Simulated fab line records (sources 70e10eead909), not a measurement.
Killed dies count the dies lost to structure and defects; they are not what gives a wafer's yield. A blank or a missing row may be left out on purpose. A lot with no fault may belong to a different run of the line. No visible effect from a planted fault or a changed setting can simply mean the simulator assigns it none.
Comparing a struck lot with a sound one	flow nand_harc	15 out of 1302 route steps
Sound: the wafers L392.1, L392.5, L392.6. Wafers L404.2, L404.3, L404.6 were the ones struck. The cause comes at the end.
Per side, at each step with rows, come the tool, then ch with its chambers, and then its first start. Under that, the readings that differ: sound wafers	struck wafers	difference of the means	sigmas: that difference in standard deviations of wafers without a fault.
alike: same words and numbers on both sides, and readings whose means sit less than 2 such deviations apart. not compared: any withheld reading, any reading some wafer has no value for, any bound like >300 that may hide the same value, and any number with overlapping values for which the record gives no deviation.
The two part at a step that has a row with sigmas, a row that says differs or no value, or rows on one side only. Numbers that have no deviation but don't overlap get no sigmas and don't part them. A reading that every wafer of one side lacks parts them only if that side has two wafers or more.

first, 1 step without rows for these wafers: NHARC_P_M2_ETCH_35 (etches the open film in N2/H2, target depth 40 nm, overetch 12 nm, time 43.94 s).
NHARC_P_M2_ETCH_15: etches the open film in C4F8/Ar, target depth 182.5 nm, time 91.2 s.
  sound: rie_diel-02 ch 0,1; struck: rie_diel-02 ch 0,1,3
  alike: bias_w, oes_product_au, rf_vpp_V
  not compared: rf_hours_counter_h
NHARC_P_M2_CD_MEAS_16:
  struck on cd_sem-02, day 13 08:29; sound on cd_sem-02, day 7 20:46
  alike: cd_nm
NHARC_P_M2_STRIP_18: strips in N2/H2.
  sound on rie_diel-02 ch 0,1, day 7 20:50; struck on rie_diel-06 ch 0,1,3, day 13 08:37
  alike: drypump_motor_current_A, oes_product_au, power_w, rf_vpp_V, showerhead_plenum_p_Torr, throttle_valve_pct
  not compared: rf_hours_counter_h
then, 2 steps without rows for these wafers: NHARC_P_M2_ETCH_28 (etches the open film in CF4/N2, target depth 30 nm, time 72.99 s); NHARC_P_M2_STRIP_19 (strips in post etch residue remover, time 600 s).
NHARC_P_M2_DEGAS_29: time 60 s.
  struck on pvd_sputter-02, day 13 09:13; sound on pvd_sputter-03, day 7 21:29
reading	sound	struck	difference	sigmas
heater_power_w (W)	345 315 313	374 386 368	+52	+2
then, 1 step without rows for these wafers: NHARC_P_M2_PRE_CLEAN_30 (time 30 s).
NHARC_P_M2_PVD_20: deposits TaN, target thk 5 nm, time 8.06 s.
  sound on pvd_sputter-03; struck on pvd_sputter-02
  alike: chamber_pressure_pa, throttle_valve_pct
then, 2 steps without rows for these wafers: NHARC_P_M2_PVD_21 (deposits Cu, target thk 30 nm, time 20.49 s); NHARC_P_M2_ECD_22 (material Cu, target thk 400 nm).
NHARC_P_M2_ANNEAL_31: time 90 s.
  sound on rtp_anneal-02 ch 0, day 7 22:13; struck on rtp_anneal-01 ch 0, day 13 10:00
  alike: wafer_temp_C_max
NHARC_P_M2_CMP_23: polishes, t overpolish 20 s, target thk 144.3 nm.
  sound on cmp-04 ch 1,2, day 7 22:35; struck on cmp-04 ch 0,1,3, day 13 10:21
  no value came back on the struck wafers for edge_zone_pressure_frac, motor_current_A (A), time_to_endpoint_s (s); on the sound wafers edge_zone_pressure_frac reads 0.993 1.004 1.002
NHARC_P_M2_THK_MEAS_24: measures by xrf.
  struck on film_metro-01, day 13 10:47; sound on film_metro-01, day 7 22:53
reading	sound	struck	difference	sigmas
thk_nm (nm)	142.3 142.9 146.3	398.7 401.9 405.6	+258.2	+99 or more
  not compared: hold
NHARC_END_SORT_01:
  the record has rows for the sound wafers here (prober-01 ch 0, day 25 15:23) and none for the struck ones

WHERE THEY PART
First at NHARC_P_M2_DEGAS_29; last, within this record, at NHARC_END_SORT_01.

WHY: what the simulator had put in
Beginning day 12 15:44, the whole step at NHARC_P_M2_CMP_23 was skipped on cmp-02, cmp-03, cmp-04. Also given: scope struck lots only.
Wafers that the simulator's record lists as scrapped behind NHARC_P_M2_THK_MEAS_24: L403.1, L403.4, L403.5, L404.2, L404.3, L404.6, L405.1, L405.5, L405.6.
